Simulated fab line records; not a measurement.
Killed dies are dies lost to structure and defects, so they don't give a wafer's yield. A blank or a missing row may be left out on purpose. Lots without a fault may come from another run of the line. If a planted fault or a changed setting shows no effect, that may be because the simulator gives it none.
fab line records ; flow n5_finfet
record: lots: 10; wafers: 29; last_day: 18
route steps=1938 shown BEOL_M11@1539 PASSIVATION@1936
lots that met no fault: from a run of the same line without faults
start_h: start of the lot's first displayed wafer, in hours after the record's first day ; wait_h: hours elapsed since this lot's preceding step ; " the same as in the row above ; L1.1+2: several wafers, shown together as one row ; - either no value or no given start ; * or withheld: withheld ; < > ~ a bound
route shown NAME@n: names a module that has steps shown in the file, with the first one's number in the route ; usual: mean and standard deviation over wafers with no fault ; same: alike in all rows ; chamber/n: place in a boat ; sites: per-site readings ; _std_site: standard deviation across them ; _edge_site: outer sites' mean less inner sites' ; radius_mm: how far each site lies from the wafer's centre ; mask NAME#n: copy n ; behind: the most recent tool/chamber to have shaped the wafer ; hold: reason for holding the lot/hours on hold/outcome of the hold ; device: transistor that didn't switch, given as n, p or np ; end of line: at the end of the route, the tests of the same wafers ; a step given without rows: its recipe and nothing more ; killed: count of dies lost to structure and defects at first sort (not the wafer's yield) ; map: the dies of a wafer, with x for killed, . for not killed, _ for no die there
set.NAME: the run value of the setting; set.NAME@STEP: its run value at that earlier step ; model.NAME: the simulator's own value behind a step, which no gauge read
route steps across a sampled set of lots; one table per step, one row per wafer
services: when a tool's chamber went out of use (start_h, in hours from the record's first day, below 0 if earlier), for how many hours, and the reason
== steps ==
step: N5_BEOL_M11_PECVD_70
recipe: material: SiO2; target_thk_a: 200; temp_c: 400; precursor: TEOS/O2; pressure_torr: 5.5; rf_w: 450; teos_flow_sccm: 53.8; gas: O2; flow_sccm: 3000; time_s: 22.7
usual: chamber_pressure_Torr: 5.500/0.012; heater_power_w: 732/78; showerhead_plenum_p_Torr: 8.80/0.074; susceptor_temp_C: 400.02/0.25; throttle_valve_pct: 22.0/1.2
lot.wafer;tool;chamber;start_h;wait_h;chamber_pressure_Torr;heater_power_w;showerhead_plenum_p_Torr;since_wet_clean_h;susceptor_temp_C;throttle_valve_pct
L134.2;pecvd-04;2;263.92;0.0;5.503;884;8.76;395;400.01;20.5
L134.3;pecvd-04;1;263.92;0.0;5.506;705;8.73;1874;400.27;23.1
L134.5;pecvd-04;1;263.92;0.0;5.501;695;8.70;-;399.92;23.0
L132.1;pecvd-04;0;264.72;0.0;5.502;881;8.78;1150;399.93;22.9
L132.3;pecvd-04;2;264.72;0.0;5.518;851;8.77;396;400.18;20.6
L132.6;pecvd-04;0;264.72;0.0;5.486;903;8.78;-;400.11;23.0
L137.1;pecvd-04;0;270.87;0.0;5.501;819;8.76;1156;399.64;23.1
L137.2;pecvd-04;2;270.87;0.0;5.522;749;8.76;402;399.37;20.3
L137.4;pecvd-04;0;270.87;0.0;5.503;820;8.75;-;399.88;22.7
L136.1;pecvd-04;1;274.67;0.0;5.511;681;8.71;1885;399.71;22.9
L136.3;pecvd-04;2;274.67;0.0;5.528;792;8.76;406;399.88;20.4
L136.5;pecvd-04;1;274.67;0.0;5.489;691;8.73;-;399.84;22.6
L135.1;pecvd-03;0;275.45;0.0;5.496;740;8.97;798;399.75;21.2
L135.5;pecvd-03;1;275.45;0.0;5.504;763;8.76;-;400.41;23.7
L135.6;pecvd-03;2;275.45;0.0;5.499;630;8.82;-;400.32;21.1
L138.2;pecvd-04;0;277.92;0.0;5.505;781;8.76;1163;399.80;23.0
L138.3;pecvd-04;1;277.92;0.0;5.519;757;8.71;1888;400.10;22.8
L138.4;pecvd-04;2;277.92;0.0;5.508;852;8.75;-;400.04;20.2
L139.1;pecvd-04;0;282.81;0.0;5.495;804;8.75;1168;400.26;22.9
L139.5;pecvd-04;0;282.81;0.0;5.495;808;8.78;-;399.73;22.7
L139.6;pecvd-04;2;282.81;0.0;5.499;767;8.78;-;400.09;20.6
L149.3;pecvd-03;1;343.41;0.0;5.479;736;8.77;1591;400.12;24.2
L149.5;pecvd-03;2;343.41;0.0;5.508;612;8.84;-;399.92;21.1
L149.6;pecvd-03;0;343.41;0.0;5.505;698;8.94;-;399.77;21.3
L148.2;pecvd-03;1;344.90;0.0;5.495;722;8.78;1593;399.86;24.2
L148.5;pecvd-03;2;344.90;0.0;5.483;672;8.83;-;399.91;21.6
L151.2;pecvd-04;1;368.72;0.0;5.488;690;8.70;1979;399.77;22.6
L151.5;pecvd-04;1;368.72;0.0;5.520;722;8.71;-;399.94;22.9
L151.6;pecvd-04;0;368.72;0.0;5.492;860;8.76;-;399.58;23.1
step: N5_BEOL_M11_ETCH_66
recipe: chemistry: N2/H2; target: SOC; target_depth_a: 1200; overetch_a: 240; mask_material: SiARC; temp_c: 40; time_s: 180; ion_energy_ev: 200; pressure_mtorr: 30; source_w: 840; bias_w: 150; n2_flow_sccm: 200; h2_flow_sccm: 200
usual: drypump_motor_current_A: 5.7/0.48; oes_product_au: 0.65/0.051; rf_vpp_V: 523.6/2.3; showerhead_plenum_p_Torr: 2.52/0.079; throttle_valve_pct: 17.65/0.27
lot.wafer;tool;chamber;start_h;wait_h;drypump_motor_current_A;oes_product_au;rf_hours_counter_h;rf_vpp_V;showerhead_plenum_p_Torr;throttle_valve_pct
L134.2;rie_diel-03;3;266.53;0.0;6.6;0.70;56;528.9;2.69;17.67
L134.3;rie_diel-03;2;266.53;0.0;5.8;0.61;136;525.1;2.56;17.66
L134.5;rie_diel-03;3;266.53;0.0;6.5;0.69;-;527.3;2.69;17.65
L132.1;rie_diel-01;3;268.49;0.0;6.1;0.67;77;524.0;2.56;17.72
L132.3;rie_diel-01;1;268.49;0.0;5.4;0.67;60;520.9;2.47;17.30
L132.6;rie_diel-01;2;268.49;0.0;5.3;0.70;-;522.4;2.44;17.31
L137.1;rie_diel-03;0;273.83;0.0;6.1;0.65;90;524.6;2.57;18.08
L137.2;rie_diel-03;3;273.83;0.0;6.5;0.69;59;528.3;2.69;17.64
L137.4;rie_diel-03;1;273.83;0.0;6.6;0.60;186;523.5;2.51;17.80
L136.1;rie_diel-03;1;277.43;0.0;6.6;0.60;188;522.6;2.51;17.81
L136.3;rie_diel-03;2;277.43;0.0;5.8;0.61;140;524.1;2.55;17.69
L136.5;rie_diel-03;3;277.43;0.0;6.5;0.69;-;528.0;2.68;17.66
L135.1;rie_diel-05;0;277.92;0.0;5.1;0.57;211;521.0;2.43;17.91
L135.5;rie_diel-05;1;277.92;0.0;6.0;0.77;-;527.2;2.59;17.22
L135.6;rie_diel-05;0;277.92;0.0;5.1;0.57;-;521.6;2.43;17.93
L138.2;rie_diel-03;0;286.13;0.0;6.1;0.64;94;525.3;2.57;18.07
L138.3;rie_diel-03;3;286.13;0.0;6.5;0.69;62;527.0;2.68;17.66
L138.4;rie_diel-03;2;286.13;0.0;5.8;0.61;142;525.6;2.55;17.68
L139.1;rie_diel-05;3;288.03;0.0;5.8;0.56;230;526.3;2.62;18.20
L139.5;rie_diel-05;1;288.03;0.0;5.9;0.77;-;526.5;2.59;17.23
L139.6;rie_diel-05;0;288.03;0.0;5.1;0.57;-;519.7;2.43;17.93
L149.3;rie_diel-01;0;346.66;0.0;5.5;0.66;74;522.6;2.45;17.61
L149.5;rie_diel-01;1;346.66;0.0;5.4;0.65;-;522.4;2.46;17.33
L149.6;rie_diel-01;2;346.66;0.0;5.3;0.67;-;524.5;2.43;17.36
L148.2;rie_diel-03;1;349.29;0.0;6.6;0.59;210;522.4;2.50;17.85
L148.5;rie_diel-03;1;349.29;0.0;6.6;0.59;-;521.1;2.50;17.82
L151.2;rie_diel-05;0;371.98;0.0;5.1;0.55;244;521.7;2.42;17.99
L151.5;rie_diel-05;1;371.98;0.0;6.0;0.72;-;523.8;2.57;17.27
L151.6;rie_diel-05;2;371.98;0.0;5.0;0.64;-;520.0;2.43;17.81
step: N5_BEOL_M11_STRIP_77
recipe: chemistry: N2/H2; time_s: 10; power_w: 450; temp_c: 40; pressure_mtorr: 20; rf_frequency_hz: 6e+07; bias_power_w: 7; n2_flow_sccm: 200; h2_flow_sccm: 200
usual: drypump_motor_current_A: 5.7/0.48; oes_product_au: 0.81/0.072; rf_vpp_V: 59.1/0.87; showerhead_plenum_p_Torr: 2.52/0.079; throttle_valve_pct: 23.4/0.39
lot.wafer;tool;chamber;start_h;wait_h;drypump_motor_current_A;oes_product_au;rf_hours_counter_h;rf_vpp_V;showerhead_plenum_p_Torr;throttle_valve_pct
L134.2;rie_diel-03;3;-;-;6.6;0.86;57;60.0;2.68;23.7
L134.3;rie_diel-03;2;-;-;5.8;0.76;137;59.2;2.55;23.2
L134.5;rie_diel-03;3;-;-;6.5;0.86;-;59.9;2.68;23.6
L132.1;rie_diel-01;3;-;-;6.0;0.83;78;58.8;2.56;23.6
L132.3;rie_diel-01;1;-;-;5.4;0.84;60;59.9;2.47;22.8
L132.6;rie_diel-01;2;-;-;5.3;0.87;-;57.7;2.44;23.1
L137.1;rie_diel-03;0;-;-;6.0;0.80;90;59.1;2.57;24.2
L137.2;rie_diel-03;3;-;-;6.5;0.85;59;60.5;2.68;23.6
L137.4;rie_diel-03;1;-;-;6.6;0.73;186;59.6;2.51;23.4
L136.1;rie_diel-03;1;-;-;6.6;0.73;188;59.4;2.51;23.4
L136.3;rie_diel-03;2;-;-;5.8;0.76;140;60.1;2.55;23.2
L136.5;rie_diel-03;3;-;-;6.6;0.86;-;60.2;2.68;23.6
L135.1;rie_diel-05;0;-;-;5.1;0.70;211;59.6;2.43;23.8
L135.5;rie_diel-05;1;-;-;5.9;0.98;-;58.9;2.58;22.9
L135.6;rie_diel-05;0;-;-;5.1;0.70;-;58.8;2.43;23.8
L138.2;rie_diel-03;0;-;-;6.0;0.79;94;60.9;2.56;24.3
L138.3;rie_diel-03;3;-;-;6.5;0.86;63;60.2;2.68;23.6
L138.4;rie_diel-03;2;-;-;5.8;0.76;142;60.7;2.55;23.3
L139.1;rie_diel-05;3;-;-;5.8;0.70;230;59.5;2.62;23.9
L139.5;rie_diel-05;1;-;-;6.0;0.97;-;59.3;2.58;22.9
L139.6;rie_diel-05;0;-;-;5.2;0.69;-;59.6;2.43;23.8
L149.3;rie_diel-01;0;-;-;5.5;0.84;74;59.8;2.45;23.5
L149.5;rie_diel-01;1;-;-;5.4;0.82;-;59.1;2.46;22.8
L149.6;rie_diel-01;2;-;-;5.3;0.85;-;58.3;2.43;23.1
L148.2;rie_diel-03;1;-;-;6.6;0.72;210;58.7;2.50;23.4
L148.5;rie_diel-03;1;-;-;6.6;0.71;-;58.9;2.50;23.5
L151.2;rie_diel-05;0;-;-;5.1;0.67;244;58.8;2.41;23.8
L151.5;rie_diel-05;1;-;-;6.0;0.92;-;58.5;2.57;23.0
L151.6;rie_diel-05;2;-;-;5.0;0.79;-;59.0;2.43;23.7
step: N5_BEOL_M11_CMP_52
recipe: stop_on: SiCOH_lowk; t_overpolish_s: 7; down_force_psi: 1; platen_rpm: 50; clearing_platen_down_force_psi: 1.5; clearing_platen_rpm: 50; post_cmp_clean: cu_alkaline; target_thk_nm: 140; clearing_platen_pad_velocity_m_s: 0.99484; pad_velocity_m_s: 0.99484
usual: barrier_field_endpoint_s: 28.7/0.79; motor_current_A: 6.0/0.76; pad_life_wafers: 852/590; slurry_filter_dp_kPa: 13.48/0.13
lot.wafer;tool;chamber;start_h;wait_h;barrier_field_endpoint_s;motor_current_A;pad_life_wafers;slurry_filter_dp_kPa
L134.3;cmp-04;3;269.00;0.2;27.6;6.0;1134;13.69
L134.2;cmp-04;1;269.00;0.2;27.8;6.1;1136;13.37
L134.5;cmp-04;0;269.00;0.2;29.6;4.8;-;13.55
L132.3;cmp-01;3;271.94;0.2;28.3;5.9;96;13.51
L132.1;cmp-01;0;271.94;0.2;28.1;6.0;97;13.42
L132.6;cmp-01;3;271.94;0.2;29.0;5.7;-;13.36
L137.2;cmp-03;1;277.07;0.2;27.7;5.1;1710;13.59
L137.4;cmp-03;2;277.07;0.2;30.7;7.2;1711;13.50
L137.1;cmp-03;0;277.07;0.2;29.2;6.7;1713;13.58
L136.3;cmp-04;3;281.91;0.2;28.1;6.7;1236;13.41
L136.1;cmp-04;1;281.91;0.2;28.0;6.6;1238;13.36
L136.5;cmp-04;0;281.91;0.2;28.5;4.9;-;13.64
L135.1;cmp-01;3;283.56;0.3;28.2;6.0;194;13.65
L135.6;cmp-01;1;283.56;0.3;29.3;6.0;-;13.53
L135.5;cmp-01;2;283.56;0.3;29.7;4.6;-;13.34
L138.4;cmp-03;1;290.24;0.1;35.4;5.2;1806;13.66
L138.3;cmp-03;3;290.24;0.1;29.4;6.5;1808;13.36
L138.2;cmp-03;0;290.24;0.1;28.5;6.4;1809;13.72
L139.1;cmp-01;1;291.02;0.3;28.2;6.1;254;13.53
L139.5;cmp-01;3;291.02;0.3;36.2;5.6;-;13.26
L139.6;cmp-01;0;291.02;0.3;35.8;6.3;-;13.62
L149.3;cmp-04;3;349.32;0.2;28.7;6.3;1748;13.03
L149.5;cmp-04;1;349.32;0.2;28.2;6.6;-;13.55
L149.6;cmp-04;2;349.32;0.2;30.1;6.5;-;13.21
L148.2;cmp-03;3;351.97;0.3;28.6;6.3;272;13.62
L148.5;cmp-03;2;351.97;0.3;28.3;7.4;-;13.45
L151.2;cmp-03;0;375.27;0.3;27.8;6.3;374;13.29
L151.5;cmp-03;2;375.27;0.3;29.8;7.2;-;13.30
L151.6;cmp-03;3;375.27;0.3;29.7;6.2;-;13.67
step: N5_BEOL_M11_THK_MEAS_53
recipe: thk_meas_gauge: xrf; reads: Cu_of_BEOL_M11_ECD_50
usual: M11_THK: 141/4
lot.wafer;tool;chamber;start_h;wait_h;M11_THK[nm]
L134.2;film_metro-01;-;269.30;-;138
L134.3;film_metro-01;-;269.30;-;140
L134.5;film_metro-01;-;269.30;-;143
L132.1;film_metro-02;-;272.24;-;143
L132.3;film_metro-02;-;272.24;-;140
L132.6;film_metro-02;-;272.24;-;145
L137.1;film_metro-01;-;277.37;-;142
L137.2;film_metro-01;-;277.37;-;140
L137.4;film_metro-01;-;277.37;-;139
L136.1;film_metro-01;-;282.20;-;136
L136.3;film_metro-01;-;282.20;-;135
L136.5;film_metro-01;-;282.20;-;139
L135.1;film_metro-01;-;283.78;-;135
L135.5;film_metro-01;-;283.78;-;141
L135.6;film_metro-01;-;283.78;-;135
L138.2;film_metro-02;-;290.54;-;144
L138.3;film_metro-02;-;290.54;-;143
L138.4;film_metro-02;-;290.54;-;139
L139.1;film_metro-01;-;291.24;-;137
L139.5;film_metro-01;-;291.24;-;143
L139.6;film_metro-01;-;291.24;-;133
L149.3;film_metro-01;-;349.54;-;146
L149.5;film_metro-01;-;349.54;-;139
L149.6;film_metro-01;-;349.54;-;143
L148.2;film_metro-01;-;352.19;-;140
L148.5;film_metro-01;-;352.19;-;140
L151.2;film_metro-02;-;375.49;-;131
L151.5;film_metro-02;-;375.49;-;142
L151.6;film_metro-02;-;375.49;-;142
step: N5_PASSIVATION_PROBE_49
usual: defect_limited_yield: 91.5/1.4; killed_at_M0_to_M3: 32/11; killed_at_M4_up: 12/4.4; killed_at_contacts: 13/6.1; killed_at_front_end: 39/12; killed_at_other: 3.9/3; killed_dies: 100/17; killed_open: 66/12; killed_short: 33/7.4; sort_bin_5_function: 5.0/0.95; sort_bin_6_memory: 3.2/0.66; sort_bin_8_speed: 0.0/0.33; sort_n_pass: 1079/17; sort_yield_pct: 91.4/1.5
same: gross_dies: 1180; killed_at_back_side: 0; sort_bin_4_leakage[%]: 0
lot.wafer;tool;chamber;start_h;wait_h;defect_limited_yield[%];killed_at_M0_to_M3;killed_at_M4_up;killed_at_contacts;killed_at_front_end;killed_at_other;killed_dies;killed_open;killed_short;sort_bin_5_function[%];sort_bin_6_memory[%];sort_bin_8_speed[%];sort_n_pass;sort_yield_pct[%]
L132.1;prober-01;-;308.97;0.0;92.4;31;21;4;30;4;90;60;30;4.7;2.8;0;1090;92.4
L132.3;prober-01;-;309.07;0.1;91.3;26;12;14;44;7;103;67;33;5.0;3.6;0;1077;91.3
L132.6;prober-01;-;309.22;0.3;92.0;28;17;16;33;0;94;67;27;4.5;2.8;0;1086;92.0
L139.1;prober-02;-;336.35;0.0;93.0;39;10;9;24;1;83;58;25;4.6;2.2;0;1097;93.0
L139.5;prober-02;-;336.55;0.2;92.5;26;16;2;38;6;88;60;27;4.2;3.1;0;1092;92.5
L139.6;prober-02;-;336.60;0.3;94.5;23;13;3;23;3;65;43;22;3.3;1.8;0;1115;94.5
L149.3;prober-02;-;394.13;0.1;92.4;29;10;4;42;5;90;62;23;4.2;2.9;0;1090;92.4
L149.5;prober-02;-;394.23;0.2;90.8;45;14;1;43;6;109;71;38;4.8;4.1;0;1071;90.8
L149.6;prober-02;-;394.28;0.3;92.1;38;10;10;34;1;93;60;32;5.1;2.5;0;1087;92.1
L151.2;prober-01;-;421.79;0.1;91.2;22;14;5;58;5;104;72;31;4.8;3.8;0;1076;91.2
L151.5;prober-01;-;421.94;0.2;92.5;24;9;19;32;5;89;63;24;4.1;3.2;0;1091;92.5
L151.6;prober-01;-;421.99;0.3;93.3;15;11;8;36;9;79;55;23;4.2;2.1;0.1;1101;93.3
killed by level:class
L132.1 BEOL_M4:geometric_particle:open=10 BEOL_M2:geometric_particle:open=9 GATE_CUT:geometric_particle:short=8 BEOL_M0_SAQP:geometric_particle:short=6 FIN_SAQP:geometric_particle:open=5 BEOL_M1:geometric_particle:open=5 ILD0:geometric_particle:short=4 BEOL_M0_SAQP:geometric_particle:open=4
L132.3 STI_FIN_REVEAL:geometric_particle:open=11 MOL_CONTACT_COAG:geometric_particle:open=11 BEOL_M1:geometric_particle:open=8 BEOL_M2:geometric_particle:open=7 FIN_SAQP:geometric_particle:short=5 DUMMY_GATE:geometric_particle:open=5 BEOL_M1:geometric_particle:short=5 ILD0:geometric_particle:open=4
L132.6 MOL_CONTACT_COAG:geometric_particle:open=13 BEOL_M1:geometric_particle:open=11 FIN_SAQP:geometric_particle:short=9 BEOL_M4:geometric_particle:open=6 FIN_SAQP:geometric_particle:open=5 STI_FIN_REVEAL:geometric_particle:open=5 BEOL_M0_SAQP:geometric_particle:open=5 BEOL_M2:geometric_particle:open=5
L139.1 BEOL_M3:geometric_particle:open=10 MOL_CONTACT_COAG:geometric_particle:open=6 BEOL_M0:geometric_particle:short=6 STI_FIN_REVEAL:geometric_particle:open=5 BEOL_M1:geometric_particle:open=5 FIN_SAQP:geometric_particle:open=4 DUMMY_GATE:geometric_particle:open=4 BEOL_M0_SAQP:geometric_particle:short=4
L139.5 STI_FIN_REVEAL:geometric_particle:open=14 BEOL_M0_SAQP:geometric_particle:open=6 DUMMY_GATE:geometric_particle:open=5 GATE_CUT:geometric_particle:short=5 BEOL_M0_SAQP:geometric_particle:short=5 STARTING-WAFER:geometric_particle:open=5 BEOL_M4:geometric_particle:open=4 BEOL_M3:geometric_particle:open=4
L139.6 BEOL_M3:geometric_particle:open=8 BEOL_M0_SAQP:geometric_particle:open=5 STI_FIN_REVEAL:geometric_particle:open=4 BEOL_M0:geometric_particle:short=4 FIN_SAQP:geometric_particle:open=3 FIN_SAQP:geometric_particle:short=3 MOL_CONTACT_COAG:geometric_particle:open=3 BEOL_M2:geometric_particle:short=3
L149.3 FIN_SAQP:geometric_particle:open=11 BEOL_M0_SAQP:geometric_particle:open=9 BEOL_M1:geometric_particle:open=6 BEOL_M2:geometric_particle:open=6 FIN_SAQP:geometric_particle:short=5 DUMMY_GATE:geometric_particle:open=5 STI_FIN_REVEAL:geometric_particle:open=3 GATE_CUT:geometric_particle:short=3
L149.5 BEOL_M2:geometric_particle:open=14 FIN_SAQP:geometric_particle:open=10 FIN_SAQP:geometric_particle:short=8 BEOL_M0_SAQP:geometric_particle:short=8 BEOL_M3:geometric_particle:open=8 STI_FIN_REVEAL:geometric_particle:open=6 BEOL_M4:geometric_particle:open=6 DUMMY_GATE:geometric_particle:open=4
L149.6 FIN_SAQP:geometric_particle:open=12 BEOL_M0_SAQP:geometric_particle:short=12 BEOL_M1:geometric_particle:open=9 MOL_CONTACT_COAG:geometric_particle:open=8 BEOL_M0_SAQP:geometric_particle:open=8 FIN_SAQP:geometric_particle:short=5 STI_FIN_REVEAL:geometric_particle:open=4 BEOL_M1:geometric_particle:short=4
L151.2 FIN_SAQP:geometric_particle:open=29 FIN_SAQP:geometric_particle:short=11 BEOL_M3:geometric_particle:open=8 BEOL_M0_SAQP:geometric_particle:short=6 MOL_CONTACT_COAG:geometric_particle:open=5 STI_FIN_REVEAL:geometric_particle:open=4 BEOL_M1:geometric_particle:open=4 BEOL_M4:geometric_particle:open=4
L151.5 MOL_CONTACT_COAG:geometric_particle:open=16 FIN_SAQP:geometric_particle:open=12 BEOL_M1:geometric_particle:open=10 GATE_CUT:geometric_particle:open=4 BEOL_M0_SAQP:geometric_particle:short=4 BEOL_M5:geometric_particle:short=3 STI_FIN_REVEAL:geometric_particle:open=3 DUMMY_GATE:geometric_particle:open=3
L151.6 FIN_SAQP:geometric_particle:open=9 FIN_SAQP:geometric_particle:short=7 STI_FIN_REVEAL:geometric_particle:open=6 MOL_CONTACT_COAG:geometric_particle:open=6 BEOL_M3:geometric_particle:open=4 BEOL_M4:geometric_particle:open=4 MIM_TOP_ETCH:geometric_particle:open=4 STARTING-WAFER:geometric_particle:open=4
== services ==
tool;chamber;start_h;hours;kind
cmp-01;-;251.56;4.0;pm
rie_diel-03;3;256.81;3.9;repair
cmp-01;-;260.01;6.3;pm
pecvd-03;2;281.80;4.3;repair
cmp-04;-;306.07;0.5;repair
pecvd-03;-;307.84;0.5;repair
cmp-03;-;311.23;4.0;pm
cmp-03;-;315.23;-;consumable_replace:conditioner
cmp-03;-;315.23;-;consumable_replace:pad
cmp-04;-;319.68;1.3;repair
pecvd-03;0;320.29;13.8;repair
pecvd-04;2;331.10;2.1;scheduled_down
cmp-03;-;337.01;3.0;pm
rie_diel-01;0;339.95;5.7;repair
rie_diel-05;3;352.23;-;clean
rie_diel-05;3;352.23;-;consumable_replace:focus_ring
rie_diel-05;3;352.23;17.2;scheduled_down
rie_diel-05;3;352.23;17.2;vent_cycle
cmp-03;-;353.25;6.8;pm
rie_diel-01;-;359.56;0.5;repair
cmp-03;-;360.92;2.5;repair
cmp-03;-;366.71;1.0;repair
cmp-03;-;367.73;0.4;repair
cmp-04;-;369.74;3.2;pm
== key ==
first_sign: step: N5_BEOL_M11_CMP_52; reading: barrier_field_endpoint_s; direction: up; sigmas: 9; usual: 28.7; struck: 35.8
effect none on later readings
met_at N5_BEOL_M11_PECVD_70
struck_lots L138,L139
struck_wafers L138.4,L139.5,L139.6
not_acting_at N5_BEOL_M11_ETCH_66,N5_BEOL_M11_STRIP_77,N5_BEOL_M11_THK_MEAS_53
onset_between 274.67 277.92
fault: kind: process_parameter_drift; tool: pecvd-04; chamber: -; onset_h: 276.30; steps: N5_BEOL_M11_PECVD_70; channel: time_s; offset: *; shape: step; end_h: 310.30; scope: struck_wafers_only; acts_in: *; stated: *
